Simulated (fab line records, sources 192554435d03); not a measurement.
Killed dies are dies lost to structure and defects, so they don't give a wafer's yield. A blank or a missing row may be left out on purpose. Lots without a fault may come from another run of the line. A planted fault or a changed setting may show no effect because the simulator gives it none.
Split-lot experiment | flow n5_finfet | 7 lots, 21 wafers read, on a route of 1938 steps

THE SPLIT
At N5_BEOL_M7_VIA_ETCH_34 (etches SiCOH lowk in C4F6/O2, target depth 125.5 nm, time 50.5 s), the setting time_s was moved away from the recipe's 50.5 s on 8 of the 21 wafers read, by -16.5% to +20.1%. The other wafers ran this setting at the recipe's value.

The reading is taken at the split's own step.

THE READING
SOC_of_BEOL_M7_COAT_63.thk_nm (the simulator's own value, which no gauge read), in nm, at N5_BEOL_M7_VIA_ETCH_34 (etches SiCOH lowk in C4F6/O2, target depth 125.5 nm, time 50.5 s). The file gives no usual value for it. The 13 wafers here that ran the recipe average 54.1 nm, standard deviation 0.19 nm.

wafer  | tool, chamber at the split | time_s as run, s | against the recipe | SOC_of_BEOL_M7_COAT_63.thk_nm, nm | against lot-mates on the recipe
L074.3 | rie_diel-03, 3             | 50.5             | recipe             | 53.8                              | -
L074.5 | rie_diel-03, 1             | 50.5             | recipe             | 53.8                              | -
L074.6 | rie_diel-03, 2             | 50.5             | recipe             | 54.2                              | -
L076.1 | rie_diel-03, 2             | 53.58            | +6.1%              | 54                                | -0.2
L076.3 | rie_diel-03, 3             | 50.5             | recipe             | 54.4                              | -
L076.5 | rie_diel-03, 1             | 50.5             | recipe             | 54                                | -
L080.1 | rie_diel-04, 0             | 50.5             | recipe             | 54.4                              | -
L080.3 | rie_diel-04, 3             | 50.5             | recipe             | 54                                | -
L080.4 | rie_diel-04, 2             | 60.67            | +20.1%             | 53.2                              | -1.0
L083.1 | rie_diel-04, 0             | 57.11            | +13.1%             | 53.4                              | -0.8
L083.4 | rie_diel-04, 1             | 57.11            | +13.1%             | 53.4                              | -0.8
L083.5 | rie_diel-04, 2             | 50.5             | recipe             | 54.2                              | -
L087.1 | rie_diel-03, 0             | 50.5             | recipe             | 54.2                              | -
L087.5 | rie_diel-03, 2             | 55.04            | +9.0%              | 53.8                              | -0.4
L087.6 | rie_diel-03, 1             | 55.04            | +9.0%              | 53.6                              | -0.6
L090.1 | rie_diel-02, 1             | 50.5             | recipe             | 54                                | -
L090.5 | rie_diel-02, 0             | 50.5             | recipe             | 54                                | -
L090.6 | rie_diel-02, 1             | 42.16            | -16.5%             | 55                                | +1.0
L093.2 | rie_diel-02, 3             | 50.5             | recipe             | 54                                | -
L093.4 | rie_diel-02, 3             | 46.47            | -8.0%              | 54.6                              | +0.5
L093.6 | rie_diel-02, 1             | 50.5             | recipe             | 54.2                              | -

THE FIT
A straight line over all 21 wafers: SOC_of_BEOL_M7_COAT_63.thk_nm changes by -0.0498 nm for each +1% of time_s; r = -0.92; the points scatter about the line by 0.17 nm.
The same after taking each lot's own level away (the mean of its wafers on the recipe; 21 wafers): -0.0564 nm for each +1%; r = -0.96; scatter 0.14 nm.
On that fit, the largest move of time_s shifts the reading by 1.1 nm.
The lots' own levels span 53.93 to 54.20 nm, that is 1.4 times the standard deviation above.
So the lot-to-lot level changes the slope: the two fits differ.
Check: with one of the wafers moved furthest among these (+20.1%) left out of the fit, the line predicts -1.18 nm for it against its lot-mates. It came out at -1 nm against them.

OTHER SPLITS ON THESE WAFERS
These wafers also went through other splits before the reading. Each is held against what the fit with the lots' levels taken away leaves over:
other split on the same wafers   | wafers away from the commonest value | r with SOC_of_BEOL_M7_COAT_63.thk_nm (lot level and that fit taken away)
N5_BEOL_M6_TRENCH_ETCH_37 time_s | 4                                    | +0.22

THE WHOLE CHAIN: every reading that the file lists as answering this split, in the file's order
step                   | what it does                                                     | reading                                                                        | change (the file's fit)                | r (the file's)
N5_BEOL_M7_VIA_ETCH_34 | etches SiCOH lowk in C4F6/O2, target depth 125.5 nm, time 50.5 s | etch.depth_nm (the simulator's own value, which no gauge read)                 | +1.25 nm for each +1% of the setting   | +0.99
N5_BEOL_M7_VIA_ETCH_34 | etches SiCOH lowk in C4F6/O2, target depth 125.5 nm, time 50.5 s | SOC_of_BEOL_M7_COAT_63.thk_nm (the simulator's own value, which no gauge read) | -0.0551 nm for each +1% of the setting | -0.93

THE FILE'S OWN FIT
SOC_of_BEOL_M7_COAT_63.thk_nm changes by -0.0551 nm for each +1% of time_s, r = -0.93.
